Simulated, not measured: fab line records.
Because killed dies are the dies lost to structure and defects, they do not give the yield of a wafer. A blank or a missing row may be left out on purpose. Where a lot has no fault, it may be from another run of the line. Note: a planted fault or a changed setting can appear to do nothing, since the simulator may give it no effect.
Which tool is to blame? ; flow n5_finfet ; 9 lots, 23 wafers sampled, at 2 steps of a route of 1938

## WHAT THE GAUGES SHOWED, per wafer
N5_BEOL_M4_RC_MEAS_101. Usual: DIBL_N 35.9 mV/V, standard deviation 1.9; DIBL_P 35.8 mV/V, standard deviation 2.4; IOFF_N 0.15 nA/um, standard deviation 0.031; IOFF_P 0.21 nA/um, standard deviation 0.037; ION_N 672 uA/um, standard deviation 13; ION_P 462 uA/um, standard deviation 8.3; SS_N 71.5 mV/dec, standard deviation 0.72; SS_P 73.2 mV/dec, standard deviation 0.67; VT_N 250 mV, standard deviation 3.4; VT_P -250 mV, standard deviation 3.4.
lot;measured;on;DIBL_N (mV/V);DIBL_P (mV/V);IOFF_N (nA/um);IOFF_P (nA/um);ION_N (uA/um);ION_P (uA/um);SS_N (mV/dec);SS_P (mV/dec);VT_N (mV);VT_P (mV);flag
L471;day 9 05:14;prober-02;35.8 37.4 35.5;35.0 36.8 34.3;0.13 0.16 0.13;0.18 0.22 0.18;661 669 669;453 462 459;71.1 72.1 71.0;72.7 73.6 73.0;251 252 252;-252 -250 -251;
L473;day 9 11:25;prober-01;32.6;33.3;0.12;0.16;660;455;71.3;72.5;253;-255;
L475;day 9 11:47;prober-02;36.3;36.9;0.17;0.22;678;460;71.2;73.2;247;-248;
L477;day 10 04:37;prober-02;37.3 40.0 34.2;35.6 39.7 33.6;0.15 0.20 0.11;0.20 0.27 0.18;661 683 652;455 464 455;72.2 73.4 71.5;73.8 73.9 72.0;252 248 255;-250 -249 -252;
L478;day 10 09:46;prober-01;35.1 33.3 36.9;35.3 33.8 37.2;0.13 0.11 0.16;0.17 0.15 0.20;665 658 675;456 457 459;70.7 70.6 72.0;72.8 73.1 73.7;253 255 251;-254 -257 -251;
L479;day 11 04:35;prober-02;37.5 36.8 39.8;36.0 35.3 39.6;0.17 0.16 0.23;0.22 0.21 0.31;689 670 699;475 464 482;71.7 71.8 72.4;72.8 72.9 73.8;248 248 243;-247 -246 -241;
L484;day 12 00:19;prober-01;35.3 35.6 34.8;36.0 35.1 35.6;0.14 0.14 0.13;0.21 0.19 0.20;675 669 666;473 460 461;70.9 70.4 71.4;73.6 73.2 72.9;251 252 254;-248 -250 -251;
L490;day 13 22:01;prober-01;38.1 37.9 35.8;39.6 38.2 37.0;0.19 0.18 0.15;0.26 0.23 0.20;677 696 674;462 474 464;72.5 72.1 71.2;74.5 74.2 74.0;246 249 251;-246 -248 -251;
L489;day 13 22:16;prober-02;36.2 37.0 35.5;39.0 39.4 37.0;0.16 0.16 0.14;0.23 0.22 0.19;667 662 672;459 451 461;71.7 71.6 71.8;73.3 73.5 73.1;252 249 252;-248 -250 -250;

N5_BEOL_M6_INSPECT_30: inspects for defects (brightfield). Usual: raw_defect_count reads 410 (standard deviation 97).
lot;measured;on;raw_defect_count;flag
L471;day 9 23:47;defect_inspect-02;472 419 554;
L473;day 10 05:17;defect_inspect-02;286;
L475;day 10 01:45;defect_inspect-01;368;
L477;day 10 20:43;defect_inspect-02;393 434 292;
L478;day 11 03:04;defect_inspect-02;395 324 245;
L479;day 11 22:09;defect_inspect-01;402 413 383;
L484;day 12 18:11;defect_inspect-02;344 305 321;
L490;day 14 14:43;defect_inspect-01;412 535 531;
L489;day 14 14:46;defect_inspect-02;459 405 402;

## WHAT TOOL EACH LOT RAN ON (gives the tool, then ch and the chambers of the sampled wafers, and finally the start)
The record shows no process step preceding these readings.

## AS READ BY THE TOOLS THEMSELVES (means over the sampled wafers that have a number; for cases with no such wafer, the mark the record gives instead)
The record holds no such reading with a usual standard deviation.

## THE ANSWER, worked out from the rows above alone
Rule: take the mean of a lot's wafers that have a number; if it is more than 3 standard deviations from the usual mean, the lot is off. A lot without any number at a reading at which 4 lots or more have one is off too. All remaining lots with rows at the step are treated as sound. After the gauges, taken in route order, come the tools' own readings; for these a lot's mean is taken, as printed above. The first step at which some lot is off is used, and at that step the reading that is off furthest; a lot without a number counts as furthest.
No lot is off on any of the readings shown, so nothing can be concluded from this.

## WHAT THE SIMULATOR HAD PUT IN
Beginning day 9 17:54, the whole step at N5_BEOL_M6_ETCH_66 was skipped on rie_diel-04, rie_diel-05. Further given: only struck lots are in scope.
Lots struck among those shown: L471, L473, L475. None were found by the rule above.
